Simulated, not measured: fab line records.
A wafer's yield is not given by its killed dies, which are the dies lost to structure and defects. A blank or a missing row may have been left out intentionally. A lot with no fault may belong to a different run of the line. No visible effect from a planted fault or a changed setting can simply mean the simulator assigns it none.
Lot-split experiment | flow n5Finfet | route with 1938 steps; 7 lots, 21 wafers read

== ABOUT THE SPLIT ==
At N5_BEOL_M1_COAT_73 (time 60 s, resist thk 5 nm), the setting spinRpm was moved away from the recipe's 1500 rpm on 8 of the 21 wafers read, by -11.1% to +10.3%. The other wafers ran this setting at the recipe's value.

== FROM THE SPLIT TO THE READING: what the file shows between them, 5 steps ==
- N5_BEOL_M1_EXPOSE_08: exposes mask M1 (also split here: doseMj)
- N5_BEOL_M1_PEB_09: peb time 60 s
- N5_BEOL_M1_DEVELOP_10: develop time 30 s
- N5_BEOL_M1_DESCUM_16: chemistry O2, time 7 s
- N5_BEOL_M1_ETCH_74: etches underlayer in N2/H2, target depth 6.5 nm, time 5.2 s

== THE READING ==
CAR-EUV_of_BEOL_M1_COAT_05.thkNm (the simulator's own value, which no gauge read), in nm, at N5_BEOL_M1_ETCH_63 (etches SiARC in CF4, target depth 15.6 nm, time 26 s). There is no usual value for it anywhere in the file. The 13 wafers here that ran the recipe average 11.1 nm, standard deviation 0.14 nm.

wafer  | tool, chamber at the split | spinRpm as run, rpm | against the recipe | CAR-EUV_of_BEOL_M1_COAT_05.thkNm, nm | against lot-mates on the recipe
L078.2 | lithoTrack-02, 0           | 1500                | recipe             | 11                                   | -
L078.3 | lithoTrack-02, 0           | 1500                | recipe             | 11.2                                 | -
L078.6 | lithoTrack-02, 0           | 1500                | recipe             | 11.2                                 | -
L079.1 | lithoTrack-04, 0           | 1500                | recipe             | 11                                   | -
L079.4 | lithoTrack-04, 0           | 1500                | recipe             | 11                                   | -
L079.3 | lithoTrack-04, 0           | 1500                | recipe             | 11.2                                 | -
L084.3 | lithoTrack-01, 0           | 1500                | recipe             | 11.2                                 | -
L084.4 | lithoTrack-01, 0           | 1500                | recipe             | 11.2                                 | -
L084.5 | lithoTrack-01, 0           | 1334                | -11.1%             | 10.8                                 | -0.4
L085.3 | lithoTrack-02, 0           | 1333                | -11.1%             | 10.8                                 | no lot-mate on the recipe
L085.4 | lithoTrack-02, 0           | 1333                | -11.1%             | 10.6                                 | no lot-mate on the recipe
L085.5 | lithoTrack-02, 0           | 1333                | -11.1%             | 10.6                                 | no lot-mate on the recipe
L088.1 | lithoTrack-01, 0           | 1500                | recipe             | 10.8                                 | -
L088.3 | lithoTrack-01, 0           | 1654                | +10.3%             | 11.4                                 | +0.6
L088.4 | lithoTrack-01, 0           | 1654                | +10.3%             | 11.4                                 | +0.6
L091.2 | lithoTrack-01, 0           | 1368                | -8.8%              | 10.8                                 | -0.4
L091.6 | lithoTrack-01, 0           | 1368                | -8.8%              | 10.8                                 | -0.4
L091.3 | lithoTrack-01, 0           | 1500                | recipe             | 11.2                                 | -
L097.2 | lithoTrack-01, 0           | 1500                | recipe             | 11                                   | -
L097.3 | lithoTrack-01, 0           | 1500                | recipe             | 11                                   | -
L097.5 | lithoTrack-01, 0           | 1500                | recipe             | 10.8                                 | -

FIT RESULTS
A straight line over all 21 wafers: CAR-EUV_of_BEOL_M1_COAT_05.thkNm changes by +0.0322 nm for each +1% of spinRpm; r = +0.85; the points scatter about the line by 0.13 nm.
The same after taking each lot's own level away (the mean of its wafers on the recipe; 18 wafers): +0.0491 nm for each +1%; r = +0.96; scatter 0.084 nm.
According to that fit, moving spinRpm by its largest amount changes the reading by 0.55 nm.
The lots' own levels span 10.80 to 11.20 nm, that is 2.8 times the standard deviation above.
So the lot-to-lot level changes the slope: the two fits differ.
Check: -0.57 nm against its lot-mates is what the line predicts for one of the wafers moved furthest among these (-11.1%) when that wafer is left out of the fit. It came out at -0.4 nm against them.

== THESE WAFERS: OTHER SPLITS ==
Before the reading, these wafers also passed through other splits. Each is held against what the fit with the lots' levels taken away leaves over:
other split on the same wafers         | wafers away from the commonest value | r with CAR-EUV_of_BEOL_M1_COAT_05.thkNm (lot level and that fit taken away)
N5_SD_EPI_N_ETCH_16 targetDepthA       | 5                                    | -0.08
N5_SD_EPI_N_EPI_21 tempC               | 5                                    | +0.06
N5_HKMG_FIN_ETCH_54 sourceW            | 6                                    | -0.06
N5_HKMG_FIN_ETCH_55 biasW              | 7                                    | -0.34
N5_GATE_CUT_ALD_22 aldCycles           | 9                                    | -0.48
N5_GATE_CUT_CMP_23 platenRpm           | 9                                    | +0.11
N5_MOL_CONTACT_COAG_SPUTTER_130 powerW | 7                                    | -0.25
N5_MOL_CONTACT_COAG_PECVD_31 tempC     | 12                                   | -0.37
N5_MOL_CONTACT_COAG_VIA_ETCH_117 biasW | 3                                    | -0.07
N5_MOL_CONTACT_COAG_ETCH_124 biasW     | 8                                    | +0.17
N5_BEOL_M0_SAQP_ETCH_88 sourceW        | 5                                    | -0.29
N5_BEOL_M1_EXPOSE_08 doseMj            | 3                                    | -0.21

== THE WHOLE CHAIN: every reading that the file lists as answering this split, in the file's order ==
step               | what it does                                                | reading                                                                              | change (the file's fit)                | r (the file's)
N5_BEOL_M1_COAT_73 | time 60 s, resist thk 5 nm                                  | underlayer_of_BEOL_M1_COAT_73.thkNm (the simulator's own value, which no gauge read) | -0.027 nm for each +1% of the setting  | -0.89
N5_BEOL_M1_ETCH_74 | etches underlayer in N2/H2, target depth 6.5 nm, time 5.2 s | CAR-EUV_of_BEOL_M1_COAT_05.thkNm (the simulator's own value, which no gauge read)    | +0.0426 nm for each +1% of the setting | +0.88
N5_BEOL_M1_ETCH_74 | etches underlayer in N2/H2, target depth 6.5 nm, time 5.2 s | etch.depthNm (the simulator's own value, which no gauge read)                        | -0.0267 nm for each +1% of the setting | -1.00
N5_BEOL_M1_ETCH_63 | etches SiARC in CF4, target depth 15.6 nm, time 26 s        | CAR-EUV_of_BEOL_M1_COAT_05.thkNm (the simulator's own value, which no gauge read)    | +0.0462 nm for each +1% of the setting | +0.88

== FILE'S OWN FIT ==
CAR-EUV_of_BEOL_M1_COAT_05.thkNm changes by +0.0462 nm for each +1% of spinRpm, r = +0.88.
